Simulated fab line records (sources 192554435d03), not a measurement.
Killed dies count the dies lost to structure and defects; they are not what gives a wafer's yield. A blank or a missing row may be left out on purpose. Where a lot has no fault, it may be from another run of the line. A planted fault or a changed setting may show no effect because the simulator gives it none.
Chamber matching -- flow n5Finfet -- aldHk-03 running N5_HKMG_FIN_ALD_75: 4 sister chambers
The step deposits Al2O3, target thk 1 nm, co reactant pulse time 1 s. 8 wafers are shown with their chamber, then 7 later ones without.

## WAFERS, EACH WITH ITS CHAMBER
wafer,chamber,heaterPowerW (W),susceptorTempC (C)
L078.4,2,156,150.00
L085.1,2,160,149.79
L085.4,0,144,149.77
L091.1,1,154,150.07
L091.3,3,142,150.00
L091.6,0,147,149.93
L093.2,3,147,150.05
L093.4,1,161,149.99

## WAFERS WHOSE CHAMBER IS MISSING
wafer,heaterPowerW (W),susceptorTempC (C)
L093.6,155,150.06
L094.1,145,149.97
L094.5,152,149.83
L094.6,144,150.04
L096.1,142,149.80
L096.2,157,150.09
L096.6,140,149.99

## WHICH CHAMBER EACH WENT THROUGH
wafer,from the rows above,in truth
L093.6,can't be placed: 1 or 2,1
L094.1,can't be placed: 3 or 0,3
L094.5,can't be placed: 2 or 0 or 1 or 3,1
L094.6,can't be placed: 3 or 0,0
L096.1,can't be placed: 0 or 3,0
L096.2,can't be placed: 1 or 2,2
L096.6,can't be placed: 3 or 0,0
Correctly placed: 0 of 7. Unplaceable from these rows: 7, with the true chamber sitting among the candidates in 7. Wrongly placed: 0.
How it was worked out, from the rows above alone: a wafer's distance from a chamber is the root of the sum, over the readings, of the square of ((its reading less the chamber's mean) divided by the reading's scatter). The wafer belongs to the nearest chamber; if the next one is less than 2 further off, it can't be placed. A chamber's mean is the mean of its shown wafers. How the scatter is found: for the shown wafers, subtract from each reading the mean of its chamber, square and add these, divide the total by (wafers less chambers), then take the root.
